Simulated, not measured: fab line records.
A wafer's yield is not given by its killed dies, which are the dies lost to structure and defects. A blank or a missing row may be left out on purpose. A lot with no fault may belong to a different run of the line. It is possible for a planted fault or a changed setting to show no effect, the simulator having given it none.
Matching of chambers | flow n5 finfet | ald sin-01 running N5_STI_FIN_REVEAL_ALD_00: 4 sister chambers
The step deposits SiO2, target thk 1 nm, pulse time 1 s. 8 wafers are shown with their chamber, then 7 later ones without.

EACH WAFER AND ITS CHAMBER
wafer  | chamber | heater power w (W) | precursor pulse height rel
L402.3 | 1       | 496                | 0.994
L403.3 | 2       | 423                | 1.006
L403.4 | 0       | 499                | 0.989
L405.1 | 3       | 499                | 0.994
L405.5 | 0       | 499                | 1.020
L405.6 | 3       | 505                | 1.010
L406.1 | 2       | 432                | 0.991
L406.2 | 1       | 487                | 1.011

WAFERS MISSING THEIR CHAMBER
wafer  | heater power w (W) | precursor pulse height rel
L406.4 | 499                | 1.002
L415.3 | 426                | 0.970
L415.4 | 480                | 1.023
L415.6 | 502                | 0.968
L417.1 | 498                | 0.962
L417.4 | 507                | 1.007
L417.6 | 521                | 0.975

WHICH CHAMBER EACH WENT THROUGH
wafer  | from the rows above          | in truth
L406.4 | can't be placed: 0 or 3 or 1 | 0
L415.3 | 2                            | 2
L415.4 | can't be placed: 1 or 0 or 3 | 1
L415.6 | can't be placed: 3 or 0 or 1 | 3
L417.1 | can't be placed: 3 or 0 or 1 | 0
L417.4 | can't be placed: 3 or 0      | 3
L417.6 | can't be placed: 3 or 0 or 1 | 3
Correctly placed: 1 of 7. From these rows, 6 cannot be placed; in 6 the true chamber is one of the candidates. Placed wrongly: 0.
How it was worked out, from the rows above alone: a wafer's distance from a chamber is the root of the sum, over the readings, of the square of ((its reading less the chamber's mean) divided by the reading's scatter). The wafer belongs to the nearest chamber; if the next one is less than 2 further off, it can't be placed. For every chamber, the mean is computed from those of its wafers that are shown. How the scatter is found: for the shown wafers, subtract from each reading the mean of its chamber, square and add these, divide the total by (wafers less chambers), then take the root.
